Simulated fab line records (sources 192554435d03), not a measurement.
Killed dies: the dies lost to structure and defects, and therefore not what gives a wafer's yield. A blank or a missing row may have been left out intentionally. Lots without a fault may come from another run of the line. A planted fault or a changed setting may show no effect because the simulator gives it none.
Which of the tools did it? :: flow n5 finfet :: 11 lots, 33 wafers sampled, at 4 steps of a route of 1938

== WHAT THE GAUGES READ, wafer by wafer ==
N5_MOL_CONTACT_COAG_OVL_MEAS_41.
lot: L075
measured: day 5 12:56
on: overlay-02
VD_OVL (nm): 1.2 0.9 0.7

lot: L077
measured: day 6 08:22
on: overlay-02
VD_OVL (nm): -0.2 0.3 0.9

lot: L079
measured: day 6 11:04
on: overlay-01
VD_OVL (nm): 0.1 -0.3 0.5

lot: L081
measured: day 6 18:01
on: overlay-01
VD_OVL (nm): 1.9 0.8 2.1

lot: L083
measured: day 7 10:43
on: overlay-02
VD_OVL (nm): -1.1 -0.6 -1.5

lot: L085
measured: day 8 06:46
on: overlay-02
VD_OVL (nm): 1.0 1.3 0.9

lot: L087
measured: day 8 16:27
on: overlay-02
VD_OVL (nm): -0.5 -1.0 -0.9

lot: L090
measured: day 9 02:02
on: overlay-01
VD_OVL (nm): -0.5 -1.5 -0.8

lot: L092
measured: day 9 17:34
on: overlay-02
VD_OVL (nm): -0.8 -0.9 -0.5

lot: L094
measured: day 10 09:11
on: overlay-02
VD_OVL (nm): -0.6 0.8 0.3

lot: L096
measured: day 10 15:17
on: overlay-02
VD_OVL (nm): -1.1 -1.3 -0.4

== WHICH TOOL RAN EACH LOT (tool, then ch and the chambers of the sampled wafers, then the start) ==
lot: L075
N5_MOL_CONTACT_COAG_STRIP_98: rie diel-05 ch 0,2,3, day 5 02:50
N5_MOL_CONTACT_COAG_ETCH_91: rie diel-05 ch 0,2,3, day 5 12:05
N5_MOL_CONTACT_COAG_STRIP_119: plasma asher-01 ch 0,1, day 5 12:25

lot: L077
N5_MOL_CONTACT_COAG_STRIP_98: rie diel-02 ch 1,2,3, day 5 18:11
N5_MOL_CONTACT_COAG_ETCH_91: rie diel-05 ch 1,2,3, day 6 07:25
N5_MOL_CONTACT_COAG_STRIP_119: plasma asher-02 ch 0,1, day 6 07:44

lot: L079
N5_MOL_CONTACT_COAG_STRIP_98: rie diel-02 ch 0,1,2, day 5 22:48
N5_MOL_CONTACT_COAG_ETCH_91: rie diel-06 ch 0,1,2, day 6 10:15
N5_MOL_CONTACT_COAG_STRIP_119: plasma asher-01 ch 0,1, day 6 10:34

lot: L081
N5_MOL_CONTACT_COAG_STRIP_98: rie diel-06 ch 0,2, day 6 08:42
N5_MOL_CONTACT_COAG_ETCH_91: rie diel-05 ch 0,1,3, day 6 17:12
N5_MOL_CONTACT_COAG_STRIP_119: plasma asher-02 ch 0,1, day 6 17:31

lot: L083
N5_MOL_CONTACT_COAG_STRIP_98: rie diel-06 ch 2,3, day 6 22:23
N5_MOL_CONTACT_COAG_ETCH_91: rie diel-06 ch 0,3, day 7 09:46
N5_MOL_CONTACT_COAG_STRIP_119: plasma asher-01 ch 0,1, day 7 10:05

lot: L085
N5_MOL_CONTACT_COAG_STRIP_98: rie diel-06 ch 1,3, day 7 16:48
N5_MOL_CONTACT_COAG_ETCH_91: rie diel-05 ch 0,2,3, day 8 05:58
N5_MOL_CONTACT_COAG_STRIP_119: plasma asher-02 ch 0,1, day 8 06:16

lot: L087
N5_MOL_CONTACT_COAG_STRIP_98: rie diel-05 ch 0,1,3, day 7 23:32
N5_MOL_CONTACT_COAG_ETCH_91: rie diel-02 ch 0,1,2, day 8 15:31
N5_MOL_CONTACT_COAG_STRIP_119: plasma asher-02 ch 0,1, day 8 15:50

lot: L090
N5_MOL_CONTACT_COAG_STRIP_98: rie diel-06 ch 1,3, day 8 14:25
N5_MOL_CONTACT_COAG_ETCH_91: rie diel-02 ch 0,1, day 9 01:05
N5_MOL_CONTACT_COAG_STRIP_119: plasma asher-01 ch 0,1, day 9 01:24

lot: L092
N5_MOL_CONTACT_COAG_STRIP_98: rie diel-06 ch 1,2, day 9 04:37
N5_MOL_CONTACT_COAG_ETCH_91: rie diel-02 ch 0,1,2, day 9 16:45
N5_MOL_CONTACT_COAG_STRIP_119: plasma asher-02 ch 1, day 9 17:04

lot: L094
N5_MOL_CONTACT_COAG_STRIP_98: rie diel-06 ch 0,2,3, day 9 17:19
N5_MOL_CONTACT_COAG_ETCH_91: rie diel-02 ch 0,3, day 10 08:23
N5_MOL_CONTACT_COAG_STRIP_119: plasma asher-02 ch 1, day 10 08:41

lot: L096
N5_MOL_CONTACT_COAG_STRIP_98: rie diel-05 ch 1,2,3, day 10 04:01
N5_MOL_CONTACT_COAG_ETCH_91: rie diel-02 ch 1,3, day 10 14:21
N5_MOL_CONTACT_COAG_STRIP_119: plasma asher-02 ch 0,1, day 10 14:40
- N5_MOL_CONTACT_COAG_STRIP_98: strips in N2/H2.
- N5_MOL_CONTACT_COAG_ETCH_91: etches SOC in N2/H2, target depth 60 nm, overetch 21 nm, time 101.2 s.
- N5_MOL_CONTACT_COAG_STRIP_119: strips in N2/H2, time 30 s.

== THE ANSWER, worked out from the rows above alone ==
Rule: what is usual is taken from the lots themselves. The widest of any qualifying gaps counts: lots, ordered by their means at a reading, are off when they make up no more than a third of the lots, leave a main group of 4 or more, and stand apart from it by 3 or more times the standard deviation of that group's means. The tables above print the reading to a certain number of digits; a main group whose means all agree to those digits is not used. Also off: a lot with no number at a reading for which 4 or more lots have one. All remaining lots with rows at the step are treated as sound.
No lot is off on any of the readings shown, so nothing can be concluded from this.

== WHAT THE SIMULATOR HAD PUT IN ==
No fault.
